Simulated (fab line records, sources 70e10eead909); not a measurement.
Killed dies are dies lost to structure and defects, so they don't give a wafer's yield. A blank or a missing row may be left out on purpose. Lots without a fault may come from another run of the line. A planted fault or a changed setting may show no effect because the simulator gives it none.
A struck lot beside a sound one | flow nand_harc | 14 steps out of a route of 1159
Sound: wafers L205.1, L205.2, L205.3. Struck: wafers L194.2, L194.3, L194.4. The cause comes at the end.
At each step with rows: each side's tool, then ch and its chambers, then its first start. Under that, the readings that differ: sound wafers | struck wafers | difference of the means | sigmas: that difference in standard deviations of wafers without a fault.
alike: readings whose means differ by less than 2 such deviations, and words and numbers that are the same on both sides. not compared: withheld readings, readings that some wafer has no value for, bounds like >300 that may hide the same value, and numbers for which the record gives no deviation and whose values overlap.
The two part at a step that has a row with sigmas, a row that says differs or no value, or rows on one side only. Numbers that don't overlap but have no deviation are shown without sigmas and don't part them. A reading that every wafer of one side lacks parts them only if that side has two wafers or more.

first, 4 steps without rows for these wafers: NHARC_P_GATE_EBR_07; NHARC_P_GATE_EXPOSE_08 (exposes mask P HV); NHARC_P_GATE_PEB_09 (peb time 85 s); NHARC_P_GATE_DEVELOP_10 (time 70 s).
NHARC_P_GATE_CD_MEAS_11: target cd 1640 nm.
  sound on cd_sem-03 ch 0, day 7 09:37; struck on cd_sem-03 ch 0, day 5 03:22
  alike: cd_nm
then, 1 step without rows for these wafers: NHARC_P_GATE_HARDBAKE_12 (time 80 s).
NHARC_P_GATE_DESCUM_13: chemistry O2, time 3 s.
  sound on rie_diel-09 ch 1,2,3, day 7 09:52; struck on rie_diel-09 ch 0,2,3, day 5 03:33
  reading                | sound    | struck | difference | sigmas
  rf_hours_counter_h (h) | 12 11 12 | 3 4 3  | -8         |
  alike: drypump_motor_current_A, mfc_ar_sccm, o2_flow_sccm, oes_product_au, rf_vpp_V, showerhead_plenum_p_Torr, throttle_valve_pct
then, 5 steps without rows for these wafers: NHARC_P_GATE_ETCH_14 (etches SiO2 in dHF, target depth 48.8 nm); NHARC_P_GATE_STRIP_15 (strips in SPM, time 780 s); NHARC_P_GATE_PRECLEAN_71 (cleans in SC1); NHARC_P_GATE_SRD_72; NHARC_P_GATE_OXIDE_16 (material SiO2, target thk 3 nm, ox time 392 s).
NHARC_P_GATE_CVD_17: deposits poly-Si, target thk 150 nm, time 900 s.
  sound on lpcvd_poly-01 ch 0, day 7 19:34; struck on lpcvd_poly-04 ch 0, day 5 18:15
  alike: spike_tc_centre_C, tube_center_temp_C, zone_power_top_pct
NHARC_P_GATE_HM_DEP_102: deposits aC, target thk 120 nm.
  sound on acl_dep-03 ch 0, day 8 03:04; struck on acl_dep-02 ch 0, day 5 21:40
  alike: throttle_valve_pct

WHERE THEY PART
Nowhere in this record.

WHY: what the simulator had put in
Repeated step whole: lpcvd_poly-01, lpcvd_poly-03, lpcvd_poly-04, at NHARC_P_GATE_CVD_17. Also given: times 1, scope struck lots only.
